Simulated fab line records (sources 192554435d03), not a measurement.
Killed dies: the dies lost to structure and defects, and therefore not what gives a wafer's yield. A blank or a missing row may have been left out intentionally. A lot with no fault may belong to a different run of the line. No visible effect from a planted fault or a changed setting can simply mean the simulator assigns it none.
Split-lot trial | flow n5 finfet | 21 wafers read across 7 lots, on a route 1938 steps long

## THE SPLIT
At N5_MOL_CONTACT_COAG_CVD_140 (deposits W, target thk 66.5 nm, time 215 s), the setting target thk a was moved away from the recipe's 665 angstrom on 11 of the 21 wafers read, by +3.9% to +11.8%. This setting was run at the recipe's value on the other wafers.

The reading comes from the split's own step.

## THE READING
W_of_MOL_CONTACT_COAG_CVD_140.thk nm (the simulator's own value, which no gauge read), in nm, at N5_MOL_CONTACT_COAG_CVD_140 (deposits W, target thk 66.5 nm, time 215 s). The file gives no usual value for it. The 10 wafers here that ran the recipe average 65.9 nm, standard deviation 0.85 nm.

wafer  | tool, chamber at the split | target thk a as run, angstrom | against the recipe | W_of_MOL_CONTACT_COAG_CVD_140.thk nm, nm | against lot-mates on the recipe
L081.1 | cvd w-02, 0                | 665                           | recipe             | 66.6                                     | -
L081.4 | cvd w-02, 0                | 665                           | recipe             | 66.8                                     | -
L081.5 | cvd w-02, 1                | 729.8                         | +9.7%              | 73.4                                     | +6.7
L083.1 | cvd w-01, 0                | 665                           | recipe             | 65                                       | -
L083.4 | cvd w-01, 0                | 665                           | recipe             | 65                                       | -
L083.5 | cvd w-01, 1                | 665                           | recipe             | 64.2                                     | -
L084.1 | cvd w-02, 1                | 665                           | recipe             | 66                                       | -
L084.3 | cvd w-02, 1                | 691.4                         | +4.0%              | 69.8                                     | +3.8
L084.6 | cvd w-02, 0                | 691.4                         | +4.0%              | 68.4                                     | +2.4
L085.4 | cvd w-02, 1                | 665                           | recipe             | 67                                       | -
L085.5 | cvd w-02, 0                | 729.3                         | +9.7%              | 72.4                                     | +5.4
L085.6 | cvd w-02, 1                | 729.3                         | +9.7%              | 74                                       | +7.0
L086.2 | cvd w-01, 1                | 665                           | recipe             | 66.2                                     | -
L086.4 | cvd w-01, 0                | 731.5                         | +10.0%             | 72.8                                     | +6.6
L086.6 | cvd w-01, 1                | 731.5                         | +10.0%             | 72.2                                     | +6.0
L088.3 | cvd w-02, 0                | 665                           | recipe             | 65.6                                     | -
L088.4 | cvd w-02, 1,0              | 690.8                         | +3.9%              | 68.8                                     | +3.2
L088.5 | cvd w-02, 1,0              | 690.8                         | +3.9%              | 68.8                                     | +3.2
L095.3 | cvd w-02, 0                | 743.7                         | +11.8%             | 73.2                                     | +7.0
L095.4 | cvd w-02, 1                | 665                           | recipe             | 66.2                                     | -
L095.6 | cvd w-02, 1                | 743.7                         | +11.8%             | 74.2                                     | +8.0
When a row names more than one chamber, that row covers several wafers, and the file does not tell which wafer ran in which chamber.

FIT RESULTS
A straight line over all 21 wafers: W_of_MOL_CONTACT_COAG_CVD_140.thk nm changes by +0.698 nm for each +1% of target thk a; r = +0.97; the points scatter about the line by 0.81 nm.
The same after taking each lot's own level away (the mean of its wafers on the recipe; 21 wafers): +0.639 nm for each +1%; r = +0.99; scatter 0.51 nm.
On that fit, the largest move of target thk a shifts the reading by 7.6 nm.
From 64.73 to 67.00 nm: that is the span of the lots' own levels, equal to 2.7 times the standard deviation above.
Consequently the slope shifts little with the lot-to-lot level, the two slopes agreeing.
Check: +7.85 nm against its lot-mates is what the line predicts for one of the wafers moved furthest among these (+11.8%) when that wafer is left out of the fit. It came out at +7 nm against them.

## OTHER SPLITS ON THESE WAFERS
Other splits were also applied to these wafers ahead of the reading. Each is held against what the fit with the lots' levels taken away leaves over:
other split on the same wafers       | wafers away from the commonest value | r with W_of_MOL_CONTACT_COAG_CVD_140.thk nm (lot level and that fit taken away)
N5_MOL_CONTACT_COAG_COAT_76 spin rpm | 8                                    | +0.34

## FILE'S OWN FIT
W_of_MOL_CONTACT_COAG_CVD_140.thk nm changes by +0.657 nm for each +1% of target thk a, r = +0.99.
